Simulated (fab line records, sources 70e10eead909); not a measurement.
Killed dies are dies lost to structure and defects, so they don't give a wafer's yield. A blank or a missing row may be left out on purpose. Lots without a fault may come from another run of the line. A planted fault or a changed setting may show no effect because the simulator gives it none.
A struck lot beside a sound one | flow nand_harc | 13 steps out of a route of 1302
Sound: wafers L346.3, L346.4, L346.6. Struck: wafers L361.1, L361.6. (L361.3 of the same lot was not struck and is left out.) The cause comes at the end.
At each step with rows: each side's tool, then ch and its chambers, then its first start. Under that, the readings that differ: sound wafers | struck wafers | difference of the means | sigmas: that difference in standard deviations of wafers without a fault.
alike: readings whose means differ by less than 2 such deviations, and words and numbers that are the same on both sides. not compared: withheld readings, readings that some wafer has no value for, bounds like >300 that may hide the same value, and numbers for which the record gives no deviation and whose values overlap.
The two part at a step that has a row with sigmas, a row that says differs or no value, or rows on one side only. Numbers that don't overlap but have no deviation are shown without sigmas and don't part them. A reading that every wafer of one side lacks parts them only if that side has two wafers or more.

NHARC_A_STAIRCASE_DESCUM_291: chemistry O2, time 3 s.
  sound on rie_diel-03 ch 0,2,3, day 17 06:40; struck on rie_diel-03 ch 2,3, day 23 03:29
  alike: drypump_motor_current_A, oes_product_au, rf_vpp_V, showerhead_plenum_p_Torr, throttle_valve_pct
  not compared: rf_hours_counter_h
NHARC_A_STAIRCASE_ETCH_292: etches the open film in CF4/CHF3.
  sound on rie_diel-03 ch 0,2,3, day 17 06:45; struck on rie_diel-03 ch 2, day 23 03:37
  alike: bias_w, drypump_motor_current_A, oes_product_au, rf_vpp_V, showerhead_plenum_p_Torr, throttle_valve_pct
  not compared: rf_hours_counter_h
NHARC_A_STAIRCASE_HM_OPEN_460: chemistry O2/COS.
  sound on rie_diel-03 ch 1,2,3; struck on rie_diel-03 ch 1,3
  alike: bias_w, drypump_motor_current_A, oes_product_au, rf_vpp_V, showerhead_plenum_p_Torr, throttle_valve_pct
  not compared: rf_hours_counter_h
then, 2 steps without rows for these wafers: NHARC_A_STAIRCASE_STRIP_461 (strips in O2/COS); NHARC_A_STAIRCASE_ETCH_452 (etches the open film in CF4/O2, target depth 30 nm, overetch 3 nm, time 16.5 s).
NHARC_A_STAIRCASE_ETCH_294: etches the open film in C4F8/O2/Ar, target depth 4989 nm, time 1211.6 s.
  sound on rie_diel-03 ch 1,2; struck on rie_diel-03 ch 1,2
  alike: bias_w, oes_product_au, rf_vpp_V
  not compared: rf_hours_counter_h
then, 4 steps without rows for these wafers: NHARC_A_STAIRCASE_STRIP_295 (strips in O2); NHARC_A_STAIRCASE_STRIP_296 (strips in SPM, time 900 s); NHARC_A_STAIRCASE_PRECLEAN_297 (cleans in SC1); NHARC_A_STAIRCASE_SRD_298.
NHARC_A_STAIRCASE_HM_DEP_462: deposits aC, target thk 800 nm.
  sound on acl_dep-01 ch 0, day 17 09:32; struck on acl_dep-02 ch 0, day 23 05:46
  alike: throttle_valve_pct
NHARC_A_STAIRCASE_DEP_301: deposits SiON, target thk 30 nm.
  sound on pecvd-01 ch 1,2, day 17 10:52; struck on pecvd-02 ch 2, day 23 07:40
  reading              | sound             | struck      | difference | sigmas
  rf_fwd_power_W (W)   | 347.7 349.0 349.7 | 488.1 487.9 | +139.2     | +99 or more
  showerhead_vpp_V (V) | 1175 1156 1118    | 1346 1336   | +191       | +7
  alike: heater_power_w
then, 1 step without rows for these wafers: NHARC_A_STAIRCASE_DEHYDRATE_302 (time 120 s).

WHERE THEY PART
Only at NHARC_A_STAIRCASE_DEP_301, within this record.

WHY: what the simulator had put in
Process parameter drift: pecvd-02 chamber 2, from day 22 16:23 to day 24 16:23, at NHARC_A_STAIRCASE_DEP_301. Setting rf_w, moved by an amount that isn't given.
